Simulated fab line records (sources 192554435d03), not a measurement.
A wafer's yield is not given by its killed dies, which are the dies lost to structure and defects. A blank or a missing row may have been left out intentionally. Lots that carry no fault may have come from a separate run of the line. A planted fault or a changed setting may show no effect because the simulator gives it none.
Lot-split experiment    flow n5_finfet    route with 1938 steps; 7 lots, 39 wafers read

ON THE SPLIT
At N5_BEOL_M2_DESCUM_16 (chemistry O2, time 7 s), the setting time_s was moved away from the recipe's 7 s on 15 of the 39 wafers read, by -29.3% to +51.0%. The other wafers ran this setting at the recipe's value.

Reading taken at the split's own step.

THE READING
CAR-EUV_of_BEOL_M2_COAT_05.thk_nm (the simulator's own value, which no gauge read), in nm, at N5_BEOL_M2_DESCUM_16 (chemistry O2, time 7 s). The file gives no usual value for it. Here, 24 wafers ran the recipe; their average is 26.0 nm with a standard deviation of 0.1 nm.

wafer   tool, chamber at the split  time_s as run, s  against the recipe  CAR-EUV_of_BEOL_M2_COAT_05.thk_nm, nm  against lot-mates on the recipe
L074.1  rie_diel-05, 2,0,1,2,1      7                 recipe              26                                     -
L074.2  rie_diel-05, 2,0,1,2,1      7                 recipe              26                                     -
L074.3  rie_diel-05, 2,0,1,2,1      7                 recipe              26                                     -
L074.4  rie_diel-05, 2,0,1,2,1      7                 recipe              26                                     -
L074.5  rie_diel-05, 2,0,1,2,1      7                 recipe              26                                     -
L074.6  rie_diel-05, 0              7                 recipe              26.2                                   -
L077.2  rie_diel-06, 0,1            7                 recipe              26                                     -
L077.5  rie_diel-06, 0,1            7                 recipe              26                                     -
L077.4  rie_diel-06, 1              7                 recipe              25.8                                   -
L079.1  rie_diel-05, 3              7                 recipe              26.2                                   -
L079.2  rie_diel-05, 2,1,1          4.952             -29.3%              27                                     +0.9
L079.3  rie_diel-05, 2,1,1          4.952             -29.3%              27                                     +0.9
L079.6  rie_diel-05, 2,1,1          4.952             -29.3%              27                                     +0.9
L079.4  rie_diel-05, 0              7                 recipe              26                                     -
L079.5  rie_diel-05, 0              7                 recipe              26                                     -
L088.1  rie_diel-06, 0,2,1          5.498             -21.5%              26.8                                   +0.8
L088.3  rie_diel-06, 0,2,1          5.498             -21.5%              26.8                                   +0.8
L088.5  rie_diel-06, 0,2,1          5.498             -21.5%              26.8                                   +0.8
L088.2  rie_diel-06, 3,1,0          7                 recipe              26                                     -
L088.4  rie_diel-06, 3,1,0          7                 recipe              26                                     -
L088.6  rie_diel-06, 3,1,0          7                 recipe              26                                     -
L091.1  rie_diel-05, 1,3            7                 recipe              26.2                                   -
L091.4  rie_diel-05, 1,3            7                 recipe              26.2                                   -
L091.2  rie_diel-05, 0,3            10.1              +44.3%              24.6                                   -1.5
L091.5  rie_diel-05, 0,3            10.1              +44.3%              24.6                                   -1.5
L091.3  rie_diel-05, 2              7                 recipe              26                                     -
L091.6  rie_diel-05, 0              10.1              +44.3%              24.4                                   -1.7
L090.1  rie_diel-06, 3,2,2          5.512             -21.3%              26.8                                   +0.7
L090.3  rie_diel-06, 3,2,2          5.512             -21.3%              26.8                                   +0.7
L090.5  rie_diel-06, 3,2,2          5.512             -21.3%              26.8                                   +0.7
L090.2  rie_diel-06, 1              7                 recipe              26                                     -
L090.4  rie_diel-06, 0,1            7                 recipe              26.2                                   -
L090.6  rie_diel-06, 0,1            7                 recipe              26.2                                   -
L092.1  rie_diel-05, 3              10.57             +51.0%              24.2                                   -1.8
L092.2  rie_diel-05, 2,0,1          7                 recipe              26                                     -
L092.3  rie_diel-05, 2,0,1          7                 recipe              26                                     -
L092.5  rie_diel-05, 2,0,1          7                 recipe              26                                     -
L092.4  rie_diel-05, 1,0            10.57             +51.0%              24.4                                   -1.6
L092.6  rie_diel-05, 1,0            10.57             +51.0%              24.4                                   -1.6
The file does not say which wafer passed through which chamber wherever a row lists several chambers: such a row stands for several wafers.

THE FIT
A straight line over all 39 wafers: CAR-EUV_of_BEOL_M2_COAT_05.thk_nm changes by -0.0339 nm for each +1% of time_s; r = -0.99; the points scatter about the line by 0.09 nm.
The same after taking each lot's own level away (the mean of its wafers on the recipe; 39 wafers): -0.0339 nm for each +1%; r = -0.99; scatter 0.085 nm.
On that fit, the largest move of time_s shifts the reading by 1.7 nm.
The span of the lots' own levels, 25.93 to 26.13 nm, comes to 2.0 times the standard deviation stated above.
Hence the lot-to-lot level has little effect on the slope; both slopes agree.
Check: -1.72 nm against its lot-mates is what the line predicts for one of the wafers moved furthest among these (+51.0%) when that wafer is left out of the fit. It came out at -1.8 nm against them.

THE OTHER SPLITS THESE WAFERS WENT THROUGH
These wafers also went through other splits before the reading. Each is held against what the fit with the lots' levels taken away leaves over:
other split on the same wafers              wafers away from the commonest value  r with CAR-EUV_of_BEOL_M2_COAT_05.thk_nm (lot level and that fit taken away)
N5_FIN_SAQP_HM_DEP_03 time_s                15                                    +0.18
N5_SD_EPI_P_EPI_21 time_s                   15                                    -0.05
N5_MOL_CONTACT_COAG_ALD_133 ald_cycles      15                                    +0.27
N5_BEOL_M0_SAQP_SPACER2_ETCHBACK_27 time_s  18                                    +0.03

FILE'S OWN FIT
CAR-EUV_of_BEOL_M2_COAT_05.thk_nm changes by -0.0339 nm for each +1% of time_s, r = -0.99.
